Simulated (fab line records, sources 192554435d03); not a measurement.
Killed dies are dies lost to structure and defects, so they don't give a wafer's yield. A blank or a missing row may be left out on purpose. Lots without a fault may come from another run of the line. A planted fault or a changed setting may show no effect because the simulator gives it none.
Chamber matching | flow n5_finfet | N5_FIN_SAQP_MANDREL2_REMOVE_60 on rie_si-02: 4 sister chambers
The step chemistry HBr/Cl2/O2, target a-Si, stops on SiNx, bt time 10 s. 8 wafers are shown with their chamber, then 7 later ones without.

WAFERS WITH THEIR CHAMBER
wafer  | chamber | oes_product_au (a.u.) | drypump_motor_current_A (A)
L079.6 | 3       | 1.010                 | 5.6
L084.4 | 3       | 1.019                 | 5.6
L088.5 | 0       | 1.007                 | 5.5
L088.6 | 1       | 0.978                 | 5.5
L091.3 | 1       | 0.976                 | 5.5
L091.5 | 2       | 0.999                 | 5.6
L092.1 | 2       | 1.007                 | 5.6
L092.3 | 0       | 1.013                 | 5.6

WAFERS WITHOUT THEIR CHAMBER
wafer  | oes_product_au (a.u.) | drypump_motor_current_A (A)
L092.6 | 1.018                 | 5.6
L093.3 | 0.995                 | 5.6
L093.5 | 1.004                 | 5.6
L093.6 | 1.009                 | 5.6
L096.1 | 1.001                 | 5.6
L096.2 | 0.979                 | 5.5
L096.4 | 1.008                 | 5.6

WHICH CHAMBER EACH WENT THROUGH
wafer  | from the rows above          | in truth
L092.6 | can't be placed: 3 or 0      | 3
L093.3 | can't be placed: 2 or 0      | 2
L093.5 | can't be placed: 2 or 0 or 3 | 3
L093.6 | can't be placed: 3 or 2 or 0 | 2
L096.1 | can't be placed: 2 or 0      | 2
L096.2 | 1                            | 1
L096.4 | can't be placed: 2 or 3 or 0 | 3
Placed correctly: 1 of 7. Can't be placed from these rows: 6 (the true chamber is among the candidates in 6). Placed wrongly: 0.
How it was worked out, from the rows above alone: a wafer's distance from a chamber is the root of the sum, over the readings, of the square of ((its reading less the chamber's mean) divided by the reading's scatter). The wafer belongs to the nearest chamber; if the next one is less than 2 further off, it can't be placed. A chamber's mean is the mean of its shown wafers. The scatter: the root of (the sum of the squares of (reading less its chamber's mean) over the shown wafers, divided by (wafers less chambers)).
